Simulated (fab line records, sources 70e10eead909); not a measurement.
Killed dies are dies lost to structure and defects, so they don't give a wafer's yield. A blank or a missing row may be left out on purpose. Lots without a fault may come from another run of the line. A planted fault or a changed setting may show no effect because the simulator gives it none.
Problem report in the 8D (eight disciplines) form, filled by code | flow nand_harc | the parts of the form that need people (team, actions taken, sign-off) are left out

1. THE PROBLEM
killed_at_array at NHARC_END_SORT_01 reads a mean of 673 on 9 wafers of 3 lots; wafers without a fault read 59 with a standard deviation of 24. That is +26 standard deviations from the usual mean.
First seen on wafer L146.1, day 29 21:00, on prober-02. The record holds 14 wafers of 5 lots with a number at this step. Rule for "out", or "out of limits": more than 4 standard deviations from the usual mean. The other wafers with a number count as sound.

2. WHAT IT IS AND WHAT IT IS NOT
question                    | is                           | is not
which readings at this step | killed_at_array, killed_dies | killed_at_other, killed_at_periphery, killed_open, killed_short
which lots                  | L146, L147, L148             | L152, L153
which wafers of those lots  | all that have a number       | -
read on which gauges        | prober-01, prober-02         | -
when                        | from day 29 21:00            | up to then (0 sound wafers); but 5 sound wafers of L152, L153 came after

3. SUSPECTS, AND WHAT RULES EACH OUT
Counting: a tool at a process step up to the reading stays a suspect if it ran every lot that is out and no sound lot after the first of them.
- the gauge at NHARC_END_SORT_01: ruled out. The wafers that are out were read on 2 gauges (prober-01, prober-02).
- cvd_w-01 at NHARC_A_WL_FILL_CVD_20 (deposits W, target thk 100 nm, time 74 s): ruled out as a lasting fault. Sound lots L152 ran on it after its first lot that is out, L146 (day 26 18:31).
Left after counting: nothing in the record.

4. THE CAUSE (what the simulator had put in)
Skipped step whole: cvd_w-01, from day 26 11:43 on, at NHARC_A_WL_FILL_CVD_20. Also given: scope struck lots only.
Counting ruled it out, wrongly: the rule takes a fault to strike every lot that its tool runs from its start on, and this one did not.

5. THE CHAIN OF EFFECTS, in route order
Each row: a reading whose mean over the struck wafers that have a number lies more than 3 standard deviations from the usual. Only readings for which the record gives a usual standard deviation are gone through. hours: the time from each lot's start at the first step in this table that gives one to its start at this step, as a median over the lots. sigmas: the change in usual standard deviations.
hours | step                   | reading            | usual  | on struck wafers | change | sigmas
0     | NHARC_A_WL_FILL_CMP_12 | time_to_endpoint_s | 20.3 s | 1.6              | -18.7  | -7.2
76    | NHARC_END_SORT_01      | killed_at_array    | 59     | 673              | +614   | +26
76    | NHARC_END_SORT_01      | killed_dies        | 63     | 677              | +614   | +26
The process steps in it:
- NHARC_A_WL_FILL_CMP_12: polishes, t overpolish 30 s, target thk 100 nm.
Readings that are blank on the struck wafers while sound wafers have them: chamber_pressure_Torr at NHARC_A_WL_FILL_CVD_20; heater_power_outer_w at NHARC_A_WL_FILL_CVD_20; heater_power_w at NHARC_A_WL_FILL_CVD_20; throttle_valve_pct at NHARC_A_WL_FILL_CVD_20.

6. WHAT WOULD HAVE CAUGHT IT SOONER
In this record the first reading out of limits at a measuring or inspecting step was taken at day 29 21:00, 81 hours after the fault began at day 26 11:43.
At NHARC_A_WL_FILL_CVD_20 the tool's readings are blank on the struck wafers, where sound wafers have them: an empty tool record is the first sign, and it was there at once.
